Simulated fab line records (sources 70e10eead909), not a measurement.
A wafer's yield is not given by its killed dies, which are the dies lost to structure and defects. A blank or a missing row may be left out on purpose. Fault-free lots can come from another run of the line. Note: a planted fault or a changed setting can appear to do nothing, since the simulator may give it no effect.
A struck lot beside a sound one    flow nand harc    13 out of 1159 route steps
Sound: wafers L366.1, L366.2, L366.6. Struck: wafer L376.4. (L376.1, L376.2 of the same lot were not struck and are left out.) The cause comes at the end.
Order at every step that has rows: each side's tool, ch and its chambers, its first start. Under that, the readings that differ: sound wafers    struck wafers    difference of the means    sigmas: that difference in standard deviations of wafers without a fault.
alike: readings whose means differ by less than 2 such deviations, and words and numbers that are the same on both sides. not compared: withheld readings, readings that some wafer has no value for, bounds like >300 that may hide the same value, and numbers for which the record gives no deviation and whose values overlap.
Wherever a step has rows on one side only, a row that says differs or no value, or a row with sigmas, the two part there. Numbers that have no deviation but don't overlap get no sigmas and don't part them. Lack of a reading on every wafer of one side parts them only where that side has two or more wafers.

NHARC_A_STAIRCASE_TRIM_224: chemistry O2, time 211.2 s.
  sound: rie diel-06 ch 0,1,2; struck: rie diel-06 ch 2
reading                 sound                 struck  difference  sigmas
throttle valve pct (%)  17.031 17.054 17.043  17.020  -0.023      -2
  alike: chamber pressure mTorr, drypump motor current A, mfc ar sccm, oes product au, rf vpp V, showerhead plenum p Torr
  not compared: rf hours counter h
then, 1 step without rows for these wafers: NHARC_A_STAIRCASE_ETCH_225 (etches the open film in C4F8/O2, target depth 100 nm, time 40.5 s).
NHARC_A_STAIRCASE_TRIM_226: chemistry O2, time 211.2 s.
  sound: rie diel-06 ch 1,3; struck: rie diel-06 ch 3
  alike: chamber pressure mTorr, drypump motor current A, mfc ar sccm, oes product au, rf vpp V, showerhead plenum p Torr, throttle valve pct
  not compared: rf hours counter h
then, 2 steps without rows for these wafers: NHARC_A_STAIRCASE_ETCH_227 (etches the open film in C4F8/O2, target depth 100 nm, time 40.5 s); NHARC_A_STAIRCASE_TRIM_229 (chemistry O2, time 211.2 s).
NHARC_A_STAIRCASE_ETCH_230: etches the open film in C4F8/O2, target depth 100 nm, time 40.5 s.
  sound on rie diel-09 ch 1,3, day 12 22:30; struck on rie diel-07 ch 3
reading                         sound                 struck  difference  sigmas
chamber pressure mTorr (mTorr)  24.989 24.990 25.042  24.951  -0.056      -3
  alike: oes product au, rf vpp V, run length s
  not compared: rf hours counter h
then, 3 steps without rows for these wafers: NHARC_A_STAIRCASE_TRIM_231 (chemistry O2, time 211.2 s); NHARC_A_STAIRCASE_ETCH_232 (etches the open film in C4F8/O2, target depth 100 nm, time 40.5 s); NHARC_A_STAIRCASE_TRIM_233 (chemistry O2, time 211.2 s).
NHARC_A_STAIRCASE_ETCH_234: etches the open film in C4F8/O2, target depth 100 nm, time 40.5 s.
  sound: rie diel-09 ch 1,3; struck: rie diel-07 ch 0
  alike: chamber pressure mTorr, oes product au, rf vpp V, run length s
  not compared: rf hours counter h
NHARC_A_STAIRCASE_TRIM_235: chemistry O2, time 211.2 s.
  sound: rie diel-09 ch 0,1,3; struck: rie diel-07 ch 1
reading                          sound                 struck  difference  sigmas
showerhead plenum p Torr (Torr)  3.51 3.59 3.59        3.32    -0.24       -2
throttle valve pct (%)           17.041 17.038 17.034  17.022  -0.016      -2
  alike: chamber pressure mTorr, drypump motor current A, mfc ar sccm, oes product au, rf vpp V
  not compared: rf hours counter h
NHARC_A_STAIRCASE_ETCH_236: etches the open film in C4F8/O2, target depth 100 nm, time 40.5 s.
  sound on rie diel-09 ch 0,1,3, day 12 23:47; struck on rie diel-07 ch 0, day 15 20:20
reading           sound           struck  difference  sigmas
run length s (s)  61.7 61.0 61.8  41.7    -19.8       -42
  alike: chamber pressure mTorr, oes product au, rf vpp V
  not compared: rf hours counter h
-- break in the record here, with 8 days between the starts of the struck wafers on either side (left off in module A_STAIRCASE, picked up again in module END, where the first step shown is number 1159 on the route) --
NHARC_END_SORT_01:
  sound on prober-01 ch 0, day 21 06:39; struck on prober-01 ch 0, day 23 22:50
reading              sound     struck  difference  sigmas
killed at array      20 15 23  667     +648        +59
killed at periphery  3 5 4     10      +6          +3
killed dies          24 22 29  677     +652        +59
killed open          3 5 2     7       +4          +2
  alike: killed at other, killed short

== WHERE THEY PART ==
First at NHARC_A_STAIRCASE_TRIM_224; last, within this record, at NHARC_END_SORT_01.

WHY: the cause the simulator had injected
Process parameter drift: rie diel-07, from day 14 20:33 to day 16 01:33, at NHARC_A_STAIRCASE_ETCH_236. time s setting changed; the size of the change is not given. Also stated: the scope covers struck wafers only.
